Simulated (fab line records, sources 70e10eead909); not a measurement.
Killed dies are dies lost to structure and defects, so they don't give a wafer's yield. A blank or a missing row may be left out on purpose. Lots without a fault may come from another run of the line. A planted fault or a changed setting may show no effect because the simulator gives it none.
Which tool did it? | flow nand_harc | 12 lots, 36 wafers sampled, at 5 steps of a route of 1159

WHAT THE GAUGES READ, wafer by wafer
NHARC_THIN_TSV_THK_MEAS_02: measures by ir.
lot  | measured     | on            | thk_nm (nm)
L447 | day 18 17:05 | film_metro-02 | 3054 3071 3223
L448 | day 19 08:04 | film_metro-01 | 2870 2920 3111
L451 | day 19 06:50 | film_metro-01 | 2893 3005 3076
L450 | day 19 10:28 | film_metro-01 | 2817 2872 2699
L449 | day 19 09:16 | film_metro-01 | 3206 3143 3282
L452 | day 20 09:13 | film_metro-02 | 2690 2857 2977
L453 | day 20 10:24 | film_metro-02 | 2817 2753 2737
L462 | day 22 12:02 | film_metro-01 | 3616 3687 3328
L465 | day 23 04:35 | film_metro-01 | 2697 2737 2807
L468 | day 24 01:24 | film_metro-02 | 2880 2980 2843
L469 | day 24 02:35 | film_metro-01 | 3172 3337 3163
L470 | day 24 16:08 | film_metro-02 | 2827 2909 2985

NHARC_END_SORT_01.
lot  | measured     | on        | killed_at_array | killed_at_other | killed_at_periphery | killed_dies | killed_open | killed_short
L462 | day 23 09:38 | prober-02 | 13 74 20        | 2 1 2           | 2 2 1               | 17 77 23    | 2 2 2       | 0 4 1

WHICH TOOL RAN EACH LOT (tool, then ch and the chambers of the sampled wafers, then the start)
lot  | NHARC_A_WL_FILL_PRECLEAN_30         | NHARC_THIN_TSV_ETCH_44             | NHARC_THIN_TSV_PVD_51
L447 | wet_bench-09 ch 0,6,7, day 15 22:08 | rie_diel-08 ch 1,2, day 18 18:28   | pvd_sputter-03, no start
L448 | wet_bench-09 ch 0,2,4, day 16 04:31 | rie_diel-07 ch 2,3, day 19 09:29   | pvd_sputter-03, no start
L451 | wet_bench-05 ch 2,5,7, day 16 04:31 | rie_diel-07 ch 1,2, day 19 08:13   | pvd_sputter-02, no start
L450 | wet_bench-09 ch 0,4,5, day 16 04:32 | rie_diel-07 ch 1,3, day 19 11:46   | pvd_sputter-02, no start
L449 | wet_bench-09 ch 0,4,7, day 16 08:14 | rie_diel-07 ch 0,1,3, day 19 10:40 | pvd_sputter-03, no start
L452 | wet_bench-04 ch 1,5,6, day 17 14:18 | rie_diel-02 ch 1,2,3, day 20 10:27 | pvd_sputter-03, no start
L453 | wet_bench-09 ch 2,3,5, day 17 14:18 | rie_diel-02 ch 0,1,2, day 20 11:42 | pvd_sputter-03, no start
L462 | wet_bench-05 ch 0,5,7, day 19 05:34 | rie_diel-08 ch 1,3, day 22 13:26   | pvd_sputter-03, day 23 09:38 or earlier
L465 | wet_bench-04 ch 2,4,5, day 20 09:51 | rie_diel-07 ch 0,1,2, day 23 05:53 | pvd_sputter-02, no start
L468 | wet_bench-04 ch 0,4,7, day 21 09:51 | rie_diel-02 ch 0,2,3, day 24 02:35 | pvd_sputter-02, no start
L469 | wet_bench-05 ch 1,3,6, day 21 09:51 | rie_diel-08 ch 1,3, day 24 03:53   | pvd_sputter-02, no start
L470 | wet_bench-09 ch 2,3,7, day 21 19:05 | rie_diel-07 ch 0,1,3, day 24 17:29 | pvd_sputter-01, no start
- NHARC_A_WL_FILL_PRECLEAN_30: cleans in dHF, time 10 s.
- NHARC_THIN_TSV_ETCH_44: etches the open film in CF4/O2, target depth 1594.2 nm, time 797.1 s.
- NHARC_THIN_TSV_PVD_51: deposits Cu, target thk 100 nm.

WHAT THE TOOLS THEMSELVES READ (means of the sampled wafers that have a number; where no wafer has one, the mark that the record gives instead)
NHARC_THIN_TSV_ETCH_44.
lot  | tool        | drypump_motor_current_A (A) | o2_flow_sccm (sccm) | oes_product_au (a.u.) | rf_vpp_V (V) | showerhead_plenum_p_Torr (Torr) | throttle_valve_pct (%)
L447 | rie_diel-08 | 6.0                         | 10.022              | 1.007                 | 797          | 1.88                            | 16.908
L448 | rie_diel-07 | 5.5                         | 10.027              | 0.987                 | 794          | 1.82                            | 16.909
L451 | rie_diel-07 | 5.4                         | 9.998               | 0.995                 | 793          | 1.81                            | 16.922
L450 | rie_diel-07 | 5.5                         | 10.008              | 0.997                 | 795          | 1.84                            | 16.906
L449 | rie_diel-07 | 5.7                         | 9.993               | 0.991                 | 794          | 1.80                            | 16.921
L452 | rie_diel-02 | 5.8                         | 10.004              | 0.998                 | 798          | 1.90                            | 16.913
L453 | rie_diel-02 | 5.7                         | 9.997               | 1.006                 | 794          | 1.84                            | 16.919
L462 | rie_diel-08 | 6.2                         | 10.039              | 1.004                 | 799          | 1.89                            | 16.913
L465 | rie_diel-07 | 5.6                         | 10.011              | 0.995                 | 790          | 1.79                            | 16.910
L468 | rie_diel-02 | 5.7                         | 10.013              | 0.996                 | 798          | 1.90                            | 16.914
L469 | rie_diel-08 | 6.2                         | 10.000              | 0.997                 | 798          | 1.89                            | 16.910
L470 | rie_diel-07 | 5.7                         | 10.031              | 0.991                 | 793          | 1.80                            | 16.912

NHARC_THIN_TSV_PVD_51.
lot  | tool           | throttle_valve_pct (%)
L447 | pvd_sputter-03 | 30.1
L448 | pvd_sputter-03 | 30.2
L451 | pvd_sputter-02 | 30.4
L450 | pvd_sputter-02 | 30.8
L449 | pvd_sputter-03 | 30.0
L452 | pvd_sputter-03 | 29.9
L453 | pvd_sputter-03 | 30.3
L462 | pvd_sputter-03 | 29.9
L465 | pvd_sputter-02 | 30.3
L468 | pvd_sputter-02 | 30.4
L469 | pvd_sputter-02 | 30.4
L470 | pvd_sputter-01 | 29.6

THE ANSWER, worked out from the rows above alone
Rule: what is usual is taken from the lots themselves. Put in order of their means at a reading, lots are off if they are a third of the lots or fewer, leave a main group of 4 or more, and stand apart from it by a gap of 3 or more times the standard deviation of the main group's means; of several such gaps the widest counts. A main group whose means are all the same, to the digits that the tables above print for the reading, isn't used. A lot without any number at a reading at which 4 lots or more have one is off too. The other lots that the step has rows for count as sound. The gauges are gone through in route order, then the tools' own readings, and for those a lot's mean is taken as printed above. The first step at which some lot is off is used, and at that step the reading that is off furthest; a lot without a number counts as furthest.
No lot is off at any reading shown: from this, nothing can be told.

WHAT THE SIMULATOR HAD PUT IN
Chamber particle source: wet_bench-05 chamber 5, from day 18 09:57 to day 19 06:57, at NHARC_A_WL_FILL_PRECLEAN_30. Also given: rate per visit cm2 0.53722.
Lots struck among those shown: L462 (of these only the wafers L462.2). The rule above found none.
